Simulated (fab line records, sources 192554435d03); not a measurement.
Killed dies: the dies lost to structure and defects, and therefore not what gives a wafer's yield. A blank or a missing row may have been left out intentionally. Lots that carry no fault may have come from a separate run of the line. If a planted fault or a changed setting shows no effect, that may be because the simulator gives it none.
Chamber matching ; flow n5 finfet ; N5_HKMG_FIN_ALD_91 on ald metal-02 has 4 sister chambers
The step deposits TiN, target thk 1 nm, pulse time 1 s, purge time 3 s. 8 wafers are shown with their chamber, then 12 later ones without.

## WAFERS WITH THEIR CHAMBER
wafer;chamber;heater power w (W);precursor pulse height rel
L075.6;1;874;1.060
L081.5;3;763;1.007
L082.1;3;743;1.018
L082.2;0;839;1.006
L082.5;2;827;1.012
L083.2;0;873;1.050
L083.3;1;877;1.002
L083.4;2;816;0.993

## WAFERS WITHOUT THEIR CHAMBER
wafer;heater power w (W);precursor pulse height rel
L084.1;830;0.993
L084.2;767;0.998
L084.3;881;0.981
L089.2;841;1.004
L089.5;825;1.003
L089.6;790;1.017
L093.2;845;0.987
L093.5;758;1.005
L093.6;834;1.029
L094.3;830;0.979
L094.4;850;1.032
L094.5;886;1.032

## EACH ONE'S CHAMBER
wafer;from the rows above;in truth
L084.1;can't be placed: 2 or 0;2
L084.2;3;3
L084.3;can't be placed: 1 or 0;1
L089.2;can't be placed: 2 or 0 or 1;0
L089.5;2;2
L089.6;can't be placed: 2 or 3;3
L093.2;can't be placed: 0 or 2 or 1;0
L093.5;3;3
L093.6;can't be placed: 2 or 0 or 1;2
L094.3;can't be placed: 2 or 0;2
L094.4;can't be placed: 0 or 1 or 2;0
L094.5;can't be placed: 1 or 0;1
Placed correctly: 3 of 12. Unplaceable from these rows: 9, with the true chamber sitting among the candidates in 9. Placed wrongly: 0.
How it was worked out, from the rows above alone: a wafer's distance from a chamber is the root of the sum, over the readings, of the square of ((its reading less the chamber's mean) divided by the reading's scatter). If the next closest chamber is less than 2 further off than the closest, the wafer can't be placed; otherwise it belongs to the closest. For every chamber, the mean is computed from those of its wafers that are shown. The scatter: take each reading less its chamber's mean, square it, sum over the shown wafers, divide by the number of wafers less the number of chambers, and take the root.
